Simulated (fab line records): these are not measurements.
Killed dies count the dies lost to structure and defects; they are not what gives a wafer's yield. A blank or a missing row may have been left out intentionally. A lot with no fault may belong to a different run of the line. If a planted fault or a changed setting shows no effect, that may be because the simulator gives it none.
fab line records	flow nandHarc
record lots=24	wafers=72	lastDay=33
route steps=1302 shown P_ZERO_WELL@29 P_STI@91 P_GATE@170
lots untouched by any fault: they come from a run of this same line in which no faults occurred
startH: hours from the record's opening day to when the first of the lot's shown wafers began	waitH: how many hours have passed since the lot's step before this one	" unchanged from the row above	L1.1+2: several wafers, shown together as one row	- no value, or no start was given	* or withheld: withheld	< > ~ a bound
route shown NAME@n: names a module that has steps shown in the file, with the first one's number in the route	usual: mean/standard deviation taken from wafers without a fault	same: alike in all rows	chamber/n: place in a boat	sites: the reading at each site	_std_site: standard deviation of those values	_edge_site: inner sites' mean taken away from outer sites' mean	radiusMm: for every site, how far away it sits from the centre of the wafer	mask NAME#n: copy n	behind: tool/chamber where the wafer was last shaped	hold: what put the lot on hold/how long, in hours/how the hold closed	device: the transistor (n, p or np) that didn't switch	end of line: the same wafers' tests at the end of the route	a step given without rows: its recipe and nothing more	killed: not the wafer's yield, but the dies lost to structure and defects at the first sort	map: shows each die of a wafer: x if killed, . if not, _ if none is there
set.NAME: the run value of the setting; set.NAME@STEP: its run value at that earlier step	model.NAME: the simulator's own value behind a step, which no gauge read
a sample of lots followed through the steps of the route, with each step as a table and each wafer as a row
services: from which hour (startH, from the record's first day; less than 0 if before it) a tool's chamber was out of use, for how many hours, and why
## steps
# step NHARC_P_ZERO_WELL_CD_MEAS_24
# recipe targetCdNm=720	landingEnergyEv=500
# usual cdNm=719.2/1.5
lot.wafer	tool	chamber	startH	waitH	cdNm
L074.2	cdSem-02	0	22.69	-	719.0
L074.5	"	0	"	"	720.1
L074.6	"	0	"	"	719.4
L075.1	cdSem-01	0	34.97	-	717.6
L075.4	"	0	"	"	721.2
L075.5	"	0	"	"	719.8
L076.1	cdSem-02	0	42.33	-	719.4
L076.3	"	0	"	"	717.9
L076.5	"	0	"	"	719.9
L077.1	cdSem-01	0	52.52	-	717.9
L077.3	"	0	"	"	721.5
L077.6	"	0	"	"	718.5
L078.4	cdSem-01	0	62.64	-	718.7
L078.5	"	0	"	"	719.7
L078.6	"	0	"	"	718.1
L079.1	cdSem-02	0	72.61	-	716.4
L079.3	"	0	"	"	718.6
L079.5	"	0	"	"	718.9
L080.3	cdSem-01	0	82.63	-	720.4
L080.4	"	0	"	"	718.8
L080.5	"	0	"	"	719.0
L081.2	cdSem-03	0	92.72	-	719.9
L081.3	"	0	"	"	717.8
L081.5	"	0	"	"	718.5
L082.2	cdSem-02	0	102.62	-	720.2
L082.5	"	0	"	"	719.5
L082.6	"	0	"	"	721.7
L083.2	cdSem-03	0	112.39	-	716.2
L083.3	"	0	"	"	718.6
L083.5	"	0	"	"	718.2
L084.4	cdSem-01	0	122.60	-	719.0
L084.5	"	0	"	"	717.7
L084.6	"	0	"	"	718.8
L085.2	cdSem-03	0	132.85	-	721.2
L085.3	"	0	"	"	718.7
L085.5	"	0	"	"	721.6
L086.1	cdSem-03	0	142.58	-	717.1
L086.2	"	0	"	"	717.2
L086.6	"	0	"	"	716.2
L087.1	cdSem-02	0	154.16	-	717.7
L087.2	"	0	"	"	718.1
L087.3	"	0	"	"	718.4
L088.1	cdSem-02	0	162.58	-	719.0
L088.2	"	0	"	"	719.8
L088.3	"	0	"	"	717.9
L089.2	cdSem-01	0	172.59	-	720.6
L089.4	"	0	"	"	719.4
L089.5	"	0	"	"	716.4
L090.1	cdSem-03	0	182.58	-	717.6
L090.5	"	0	"	"	719.2
L090.6	"	0	"	"	719.5
L091.1	cdSem-02	0	192.59	-	718.4
L091.3	"	0	"	"	719.5
L091.5	"	0	"	"	720.1
L092.1	cdSem-02	0	202.58	-	720.6
L092.2	"	0	"	"	720.4
L092.5	"	0	"	"	720.0
L093.1	cdSem-01	0	212.46	-	718.0
L093.3	"	0	"	"	717.6
L093.4	"	0	"	"	718.5
L094.2	cdSem-03	0	222.64	-	718.2
L094.4	"	0	"	"	718.9
L094.6	"	0	"	"	719.9
L095.3	cdSem-03	0	232.37	-	718.2
L095.4	"	0	"	"	717.1
L095.5	"	0	"	"	717.9
L096.1	cdSem-03	0	242.47	-	718.4
L096.4	"	0	"	"	719.6
L096.5	"	0	"	"	720.3
L097.1	cdSem-01	0	252.37	-	718.2
L097.2	"	0	"	"	719.3
L097.3	"	0	"	"	717.9
# step NHARC_P_ZERO_WELL_RTA_42
# recipe tempC=1100	timeS=300
# usual lampPowerPct=37.2/1.9	lamp_zone_1_pct=37.2/1.9	lamp_zone_6_pct=37.1/1.9	wafer_temp_C_max=1103.9/1.1
lot.wafer	tool	chamber	startH	waitH	lampPowerPct	lamp_zone_1_pct	lamp_zone_6_pct	wafer_temp_C_max
L074.2	rtpAnneal-02	0	27.25	-	39.5	39.5	39.5	1104.2
L074.5	"	0	"	"	39.5	39.5	39.5	1104.2
L074.6	"	0	"	"	39.5	39.4	39.4	1106.0
L075.1	rtpAnneal-02	0	40.36	-	39.5	39.6	39.5	1104.2
L075.4	"	0	"	"	39.5	39.5	39.5	1103.6
L075.5	"	0	"	"	39.5	39.5	39.4	1104.2
L076.1	rtpAnneal-01	0	46.94	-	35.4	35.4	35.4	1104.4
L076.3	"	0	"	"	35.4	35.4	35.4	1104.5
L076.5	"	0	"	"	35.4	35.5	35.5	1104.1
L077.1	rtpAnneal-01	0	56.94	-	35.6	35.5	35.5	1103.9
L077.3	"	0	"	"	35.5	35.5	35.5	1103.9
L077.6	"	0	"	"	35.5	35.5	35.4	1104.1
L078.4	rtpAnneal-01	0	67.50	-	35.5	35.4	35.4	1103.9
L078.5	"	0	"	"	35.5	35.5	35.4	1103.6
L078.6	"	0	"	"	35.5	35.5	35.4	1103.2
L079.1	rtpAnneal-01	0	76.93	-	35.6	35.6	35.5	1102.8
L079.3	"	0	"	"	35.6	35.6	35.6	1102.3
L079.5	"	0	"	"	35.6	35.6	35.5	1102.9
L080.3	rtpAnneal-02	0	87.29	-	39.5	39.4	39.4	1106.0
L080.4	"	0	"	"	39.4	39.4	39.4	1104.7
L080.5	"	0	"	"	39.4	39.5	39.4	1104.9
L081.2	rtpAnneal-01	0	97.20	-	35.5	35.6	35.5	1102.9
L081.3	"	0	"	"	35.5	35.6	35.5	1103.5
L081.5	"	0	"	"	35.6	35.5	35.6	1104.0
L082.2	rtpAnneal-01	0	107.16	-	35.5	35.6	35.5	1102.9
L082.5	"	0	"	"	35.6	35.6	35.5	1103.7
L082.6	"	0	"	"	35.6	35.5	35.5	1103.5
L083.2	rtpAnneal-02	0	116.78	-	39.4	39.4	39.4	1104.0
L083.3	"	0	"	"	39.4	39.5	39.4	1105.2
L083.5	"	0	"	"	39.5	39.4	39.4	1103.8
L084.4	rtpAnneal-02	0	127.40	-	39.5	39.5	39.4	1104.4
L084.5	"	0	"	"	39.4	39.5	39.5	1106.7
L084.6	"	0	"	"	39.4	39.5	39.5	1103.4
L085.2	rtpAnneal-01	0	137.34	-	35.6	35.6	35.6	1103.6
L085.3	"	0	"	"	35.6	35.6	35.5	1103.0
L085.5	"	0	"	"	35.6	35.6	35.5	1102.6
L086.1	rtpAnneal-01	0	147.06	-	35.5	35.6	35.5	1104.0
L086.2	"	0	"	"	35.5	35.5	35.5	1103.2
L086.6	"	0	"	"	35.6	35.5	35.6	1103.3
L087.1	rtpAnneal-02	0	158.33	-	39.5	39.5	39.4	1104.1
L087.2	"	0	"	"	39.4	39.4	39.4	1107.2
L087.3	"	0	"	"	39.5	39.5	39.4	1105.8
L088.1	rtpAnneal-02	0	166.74	-	39.4	39.4	39.5	1104.7
L088.2	"	0	"	"	39.5	39.5	39.5	1105.1
L088.3	"	0	"	"	39.4	39.5	39.4	1104.0
L089.2	rtpAnneal-01	0	176.98	-	35.5	35.5	35.5	1104.8
L089.4	"	0	"	"	35.5	35.5	35.4	1102.6
L089.5	"	0	"	"	35.5	35.5	35.4	1103.1
L090.1	rtpAnneal-01	0	189.15	-	35.5	35.5	35.5	1103.2
L090.5	"	0	"	"	35.5	35.5	35.5	1102.5
L090.6	"	0	"	"	35.5	35.5	35.5	1103.2
L091.1	rtpAnneal-02	0	197.00	-	39.5	39.6	39.3	1103.9
L091.3	"	0	"	"	39.5	39.5	39.5	1105.2
L091.5	"	0	"	"	39.5	39.5	39.5	1104.9
L092.1	rtpAnneal-02	0	206.74	-	39.5	39.5	39.5	1103.6
L092.2	"	0	"	"	39.5	39.5	39.4	1103.8
L092.5	"	0	"	"	39.5	39.5	39.5	1105.4
L093.1	rtpAnneal-01	0	216.74	-	35.6	35.5	35.5	1104.0
L093.3	"	0	"	"	35.6	35.5	35.6	1103.9
L093.4	"	0	"	"	35.6	35.5	35.5	1103.5
L094.2	rtpAnneal-01	0	228.66	-	35.6	35.6	35.6	1103.7
L094.4	"	0	"	"	35.6	35.5	35.6	1103.1
L094.6	"	0	"	"	35.5	35.6	35.5	1103.0
L095.3	rtpAnneal-01	0	236.88	-	35.6	35.6	35.6	1104.4
L095.4	"	0	"	"	35.5	35.6	35.5	1103.4
L095.5	"	0	"	"	35.5	35.6	35.5	1103.5
L096.1	rtpAnneal-02	0	246.68	-	39.5	39.4	39.5	1105.6
L096.4	"	0	"	"	39.4	39.5	39.5	1105.8
L096.5	"	0	"	"	39.5	39.5	39.4	1107.7
L097.1	rtpAnneal-01	0	256.78	-	35.5	35.5	35.5	1104.8
L097.2	"	0	"	"	35.5	35.5	35.5	1103.9
L097.3	"	0	"	"	35.5	35.5	35.5	1103.1
# step NHARC_P_ZERO_WELL_INSPECT_43
# usual rawDefectCount=11/5.6
lot.wafer	tool	chamber	startH	waitH	rawDefectCount
L074.2	defectInspect-01	-	27.83	0.5	24
L074.5	"	-	"	"	8
L074.6	"	-	"	"	6
L075.1	defectInspect-01	-	41.04	0.6	21
L075.4	"	-	"	"	13
L075.5	"	-	"	"	31
L076.1	defectInspect-01	-	47.61	0.6	10
L076.3	"	-	"	"	13
L076.5	"	-	"	"	8
L077.1	defectInspect-02	-	57.61	0.6	12
L077.3	"	-	"	"	13
L077.6	"	-	"	"	13
L078.4	defectInspect-02	-	67.85	0.2	13
L078.5	"	-	"	"	26
L078.6	"	-	"	"	9
L079.1	defectInspect-02	-	77.61	0.6	12
L079.3	"	-	"	"	12
L079.5	"	-	"	"	10
L080.3	defectInspect-02	-	87.75	0.4	7
L080.4	"	-	"	"	15
L080.5	"	-	"	"	7
L081.2	defectInspect-01	-	97.77	0.5	19
L081.3	"	-	"	"	8
L081.5	"	-	"	"	20
L082.2	defectInspect-01	-	107.74	0.5	12
L082.5	"	-	"	"	7
L082.6	"	-	"	"	13
L083.2	defectInspect-02	-	117.34	0.5	12
L083.3	"	-	"	"	5
L083.5	"	-	"	"	8
L084.4	defectInspect-01	-	127.75	0.2	17
L084.5	"	-	"	"	24
L084.6	"	-	"	"	19
L085.2	defectInspect-02	-	137.91	0.5	5
L085.3	"	-	"	"	2
L085.5	"	-	"	"	17
L086.1	defectInspect-01	-	147.74	0.6	9
L086.2	"	-	"	"	19
L086.6	"	-	"	"	9
L087.1	defectInspect-01	-	159.00	0.6	10
L087.2	"	-	"	"	10
L087.3	"	-	"	"	8
L088.1	defectInspect-01	-	167.41	0.6	24
L088.2	"	-	"	"	7
L088.3	"	-	"	"	9
L089.2	defectInspect-02	-	177.55	0.5	10
L089.4	"	-	"	"	5
L089.5	"	-	"	"	8
L090.1	defectInspect-01	-	189.83	0.6	7
L090.5	"	-	"	"	12
L090.6	"	-	"	"	2
L091.1	defectInspect-02	-	197.68	0.6	4
L091.3	"	-	"	"	12
L091.5	"	-	"	"	13
L092.1	defectInspect-01	-	207.42	0.6	12
L092.2	"	-	"	"	3
L092.5	"	-	"	"	17
L093.1	defectInspect-01	-	217.43	0.6	11
L093.3	"	-	"	"	10
L093.4	"	-	"	"	9
L094.2	defectInspect-01	-	229.23	0.5	11
L094.4	"	-	"	"	3
L094.6	"	-	"	"	15
L095.3	defectInspect-02	-	237.37	0.4	10
L095.4	"	-	"	"	8
L095.5	"	-	"	"	10
L096.1	defectInspect-02	-	247.35	0.6	15
L096.4	"	-	"	"	12
L096.5	"	-	"	"	14
L097.1	defectInspect-01	-	257.45	0.6	23
L097.2	"	-	"	"	18
L097.3	"	-	"	"	14
# step NHARC_P_STI_CD_MEAS_16
# usual cdNm=199.6/2.8
lot.wafer	tool	chamber	startH	waitH	cdNm
L074.2	cdSem-02	-	45.21	-	197.5
L074.5	"	-	"	"	197.6
L074.6	"	-	"	"	200.2
L075.1	cdSem-01	-	57.09	-	200.4
L075.4	"	-	"	"	200.9
L075.5	"	-	"	"	198.5
L076.1	cdSem-01	-	68.13	-	198.7
L076.3	"	-	"	"	201.7
L076.5	"	-	"	"	198.6
L077.1	cdSem-02	-	76.08	-	200.8
L077.3	"	-	"	"	194.8
L077.6	"	-	"	"	202.0
L078.4	cdSem-03	-	84.19	-	202.0
L078.5	"	-	"	"	200.2
L078.6	"	-	"	"	202.8
L079.1	cdSem-03	-	94.38	-	203.9
L079.3	"	-	"	"	204.3
L079.5	"	-	"	"	201.6
L080.3	cdSem-01	-	102.81	-	196.9
L080.4	"	-	"	"	200.1
L080.5	"	-	"	"	199.7
L081.2	cdSem-01	-	114.68	-	195.3
L081.3	"	-	"	"	198.0
L081.5	"	-	"	"	200.3
L082.2	cdSem-02	-	125.21	-	200.6
L082.5	"	-	"	"	194.8
L082.6	"	-	"	"	196.7
L083.2	cdSem-01	-	135.13	-	198.6
L083.3	"	-	"	"	194.9
L083.5	"	-	"	"	197.7
L084.4	cdSem-01	-	146.18	-	203.6
L084.5	"	-	"	"	204.4
L084.6	"	-	"	"	199.0
L085.2	cdSem-03	-	155.18	-	197.9
L085.3	"	-	"	"	202.5
L085.5	"	-	"	"	202.0
L086.1	cdSem-03	-	167.35	-	197.7
L086.2	"	-	"	"	197.8
L086.6	"	-	"	"	203.9
L087.1	cdSem-03	-	175.61	-	194.4
L087.2	"	-	"	"	196.3
L087.3	"	-	"	"	193.8
L088.1	cdSem-01	-	183.93	-	198.5
L088.2	"	-	"	"	201.7
L088.3	"	-	"	"	196.9
L089.2	cdSem-02	-	195.42	-	202.3
L089.4	"	-	"	"	202.6
L089.5	"	-	"	"	199.2
L090.1	cdSem-01	-	205.75	-	197.8
L090.5	"	-	"	"	192.5
L090.6	"	-	"	"	198.6
L091.1	cdSem-02	-	214.15	-	201.8
L091.3	"	-	"	"	199.4
L091.5	"	-	"	"	200.2
L092.1	cdSem-01	-	227.85	-	200.4
L092.2	"	-	"	"	201.2
L092.5	"	-	"	"	199.3
L093.1	cdSem-01	-	236.41	-	204.8
L093.3	"	-	"	"	200.0
L093.4	"	-	"	"	201.1
L094.2	cdSem-02	-	248.23	-	197.7
L094.4	"	-	"	"	192.8
L094.6	"	-	"	"	199.2
L095.3	cdSem-03	-	253.08	-	200.6
L095.4	"	-	"	"	202.9
L095.5	"	-	"	"	200.2
L096.1	cdSem-02	-	262.73	-	204.0
L096.4	"	-	"	"	200.8
L096.5	"	-	"	"	199.9
L097.1	cdSem-03	-	273.88	-	202.4
L097.2	"	-	"	"	201.7
L097.3	"	-	"	"	199.4
# step NHARC_P_STI_CMP_21
# recipe tOverpolishS=20	targetThkNm=380.67
# usual motorCurrentA=12.3/1.1	overpolishRunS=19.999/0.0088	retainingRingPressureFrac=1.000/0.0047
lot.wafer	tool	chamber	startH	waitH	motorCurrentA	overpolishRunS	retainingRingPressureFrac
L074.2	cmp-02	0	64.66	0.4	12.2	20.012	0.994
L074.6	"	3	"	"	13.3	19.983	1.000
L074.5	"	0	"	"	12.1	20.000	0.995
L075.1	cmp-01	2	76.06	0.4	11.9	20.003	0.996
L075.4	"	0	"	"	13.9	20.009	0.998
L075.5	"	2	"	"	11.7	20.002	0.997
L077.1	cmp-03	1	90.97	0.4	12.4	19.994	0.992
L077.3	"	2	"	"	12.7	19.989	0.997
L077.6	"	2	"	"	12.4	19.991	0.998
L076.1	cmp-01	0	91.00	0.4	13.9	20.000	0.996
L076.3	"	2	"	"	11.8	19.986	0.996
L076.5	"	3	"	"	11.8	19.982	1.008
L078.4	cmp-01	3	101.94	0.4	11.9	19.989	1.002
L078.6	"	0	"	"	14.6	19.993	1.000
L078.5	"	1	"	"	11.0	19.986	1.000
L079.1	cmp-02	1	114.40	0.4	11.4	20.005	1.006
L079.3	"	3	"	"	13.2	19.994	1.002
L079.5	"	1	"	"	11.6	20.008	1.002
L080.4	cmp-03	3	120.52	0.4	10.7	20.002	1.006
L080.3	"	1	"	"	12.4	19.991	1.002
L080.5	"	0	"	"	12.8	20.010	1.005
L081.2	cmp-03	1	134.57	0.4	12.5	19.996	1.008
L081.3	"	3	"	"	10.7	19.990	1.002
L081.5	"	2	"	"	12.0	19.997	0.993
L082.2	cmp-02	1	146.85	0.4	10.9	19.993	1.001
L082.6	"	0	"	"	12.3	19.983	1.009
L082.5	"	1	"	"	11.8	20.001	1.002
L083.2	cmp-01	3	152.24	0.4	12.4	19.991	1.001
L083.3	"	1	"	"	11.2	19.986	0.993
L083.5	"	0	"	"	15.0	19.988	0.998
L084.4	cmp-02	3	164.48	0.4	13.5	20.002	1.007
L084.6	"	1	"	"	11.3	20.003	1.009
L084.5	"	2	"	"	12.5	20.010	0.997
L085.3	cmp-01	0	172.36	0.4	13.9	20.000	0.994
L085.2	"	2	"	"	11.8	20.008	0.995
L085.5	"	0	"	"	14.0	20.012	0.995
L086.1	cmp-02	0	188.65	0.4	12.2	20.004	1.003
L086.2	"	2	"	"	13.5	19.997	1.004
L086.6	"	3	"	"	13.5	20.011	0.997
L087.1	cmp-02	2	193.17	0.4	12.2	19.982	0.993
L087.2	"	3	"	"	14.5	19.999	0.999
L087.3	"	1	"	"	11.4	20.009	0.994
L088.1	cmp-02	1	209.76	0.4	11.5	19.989	1.010
L088.2	"	2	"	"	13.4	19.988	0.993
L088.3	"	3	"	"	12.9	19.999	0.996
L089.4	cmp-01	0	217.75	0.4	13.8	19.993	0.995
L089.2	"	1	"	"	11.6	20.001	0.991
L089.5	"	0	"	"	13.5	20.006	1.004
L090.1	cmp-01	1	228.35	0.4	10.8	20.012	0.998
L090.6	"	2	"	"	11.7	20.018	0.991
L090.5	"	3	"	"	13.2	19.996	1.004
L091.1	cmp-03	0	233.68	0.4	13.1	19.999	0.996
L091.3	"	1	"	"	12.2	20.009	1.008
L091.5	"	0	"	"	12.9	19.988	0.993
L092.2	cmp-01	3	245.93	0.4	12.3	20.009	1.004
L092.1	"	0	"	"	14.0	19.997	1.007
L092.5	"	0	"	"	14.6	20.001	1.002
L093.1	cmp-02	3	253.84	0.4	13.1	19.987	0.997
L093.4	"	0	"	"	11.7	19.986	0.999
L093.3	"	1	"	"	10.9	20.003	1.000
L094.4	cmp-01	2	269.45	0.4	11.1	19.989	1.003
L094.2	"	0	"	"	14.1	19.999	0.996
L094.6	"	2	"	"	11.6	20.002	0.998
L095.3	cmp-03	3	269.50	0.4	10.9	19.998	1.001
L095.4	"	0	"	"	12.5	20.010	0.997
L095.5	"	1	"	"	12.5	20.000	0.994
L096.1	cmp-01	0	282.64	0.4	14.0	20.007	0.993
L096.4	"	3	"	"	12.1	20.022	1.005
L096.5	"	0	"	"	14.3	20.008	0.994
L097.2	cmp-03	0	291.49	0.4	12.3	20.001	1.003
L097.1	"	1	"	"	11.8	19.993	0.995
L097.3	"	2	"	"	12.0	20.008	1.002
# step NHARC_P_GATE_CD_MEAS_46
# recipe targetCdNm=720	landingEnergyEv=500
# usual cdNm=719.9/1.5
lot.wafer	tool	chamber	startH	waitH	cdNm
L074.2	cdSem-02	0	109.53	-	720.2
L074.5	"	0	"	"	719.2
L074.6	"	0	"	"	719.0
L075.1	cdSem-01	0	120.00	-	721.4
L075.4	"	0	"	"	719.4
L075.5	"	0	"	"	719.7
L076.1	cdSem-01	0	134.05	-	722.3
L076.3	"	0	"	"	720.2
L076.5	"	0	"	"	722.2
L077.1	cdSem-01	0	136.30	-	721.1
L077.3	"	0	"	"	720.8
L077.6	"	0	"	"	722.9
L078.4	cdSem-01	0	144.43	-	718.5
L078.5	"	0	"	"	719.1
L078.6	"	0	"	"	720.1
L079.1	cdSem-03	0	161.24	-	720.0
L079.3	"	0	"	"	719.8
L079.5	"	0	"	"	717.6
L080.3	cdSem-03	0	161.90	-	718.3
L080.4	"	0	"	"	720.0
L080.5	"	0	"	"	719.7
L081.2	cdSem-01	0	176.72	-	718.3
L081.3	"	0	"	"	717.8
L081.5	"	0	"	"	719.0
L082.2	cdSem-03	0	190.05	-	720.7
L082.5	"	0	"	"	720.1
L082.6	"	0	"	"	719.9
L083.2	cdSem-03	0	195.94	-	717.8
L083.3	"	0	"	"	717.9
L083.5	"	0	"	"	718.2
L084.4	cdSem-01	0	216.72	-	719.3
L084.5	"	0	"	"	719.8
L084.6	"	0	"	"	719.0
L085.2	cdSem-02	0	222.85	-	720.6
L085.3	"	0	"	"	722.0
L085.5	"	0	"	"	718.0
L086.1	cdSem-01	0	232.07	-	720.3
L086.2	"	0	"	"	720.3
L086.6	"	0	"	"	723.3
L087.1	cdSem-02	0	239.65	-	719.3
L087.2	"	0	"	"	721.2
L087.3	"	0	"	"	721.0
L088.1	cdSem-02	0	261.05	-	719.7
L088.2	"	0	"	"	720.1
L088.3	"	0	"	"	720.2
L089.2	cdSem-02	0	261.12	-	721.5
L089.4	"	0	"	"	719.6
L089.5	"	0	"	"	719.5
L090.1	cdSem-01	0	273.58	-	720.2
L090.5	"	0	"	"	721.5
L090.6	"	0	"	"	719.5
L091.1	cdSem-02	0	275.81	-	718.1
L091.3	"	0	"	"	718.7
L091.5	"	0	"	"	718.9
L092.1	cdSem-01	0	290.36	-	721.8
L092.2	"	0	"	"	719.9
L092.5	"	0	"	"	721.3
L093.1	cdSem-01	0	298.64	-	718.8
L093.3	"	0	"	"	719.1
L093.4	"	0	"	"	719.0
L094.2	cdSem-02	0	313.01	-	720.1
L094.4	"	0	"	"	719.4
L094.6	"	0	"	"	718.5
L095.3	cdSem-03	0	313.77	-	718.6
L095.4	"	0	"	"	721.3
L095.5	"	0	"	"	719.1
L096.1	cdSem-01	0	324.53	-	723.8
L096.4	"	0	"	"	721.6
L096.5	"	0	"	"	720.0
L097.1	cdSem-02	0	336.50	-	718.5
L097.2	"	0	"	"	717.3
L097.3	"	0	"	"	718.7
## services
tool	chamber	startH	hours	kind
rtpAnneal-02	-	12.00	12.0	pm
cmp-02	-	22.54	3.0	repair
cmp-02	-	36.50	4.0	pm
cmp-01	-	58.39	0.4	repair
cmp-03	-	64.07	4.0	pm
cmp-01	-	68.24	1.2	repair
cmp-01	-	91.44	4.0	pm
cmp-03	-	92.66	0.9	repair
cmp-03	-	107.26	2.0	repair
cmp-02	-	134.50	4.0	pm
cmp-02	-	141.60	0.7	repair
cmp-03	-	146.47	14.3	repair
cmp-01	-	149.99	0.2	repair
cmp-03	-	162.07	4.0	pm
cmp-03	-	180.26	0.6	repair
cmp-01	-	189.44	4.0	pm
cmp-02	-	232.50	4.0	pm
cmp-03	-	234.36	0.4	repair
cmp-02	-	240.69	1.0	repair
cmp-01	-	252.21	0.9	repair
cmp-02	-	254.56	7.4	repair
cmp-01	-	273.57	1.2	repair
cmp-02	-	276.48	1.4	repair
cmp-01	-	287.44	4.0	pm
## key
fault none
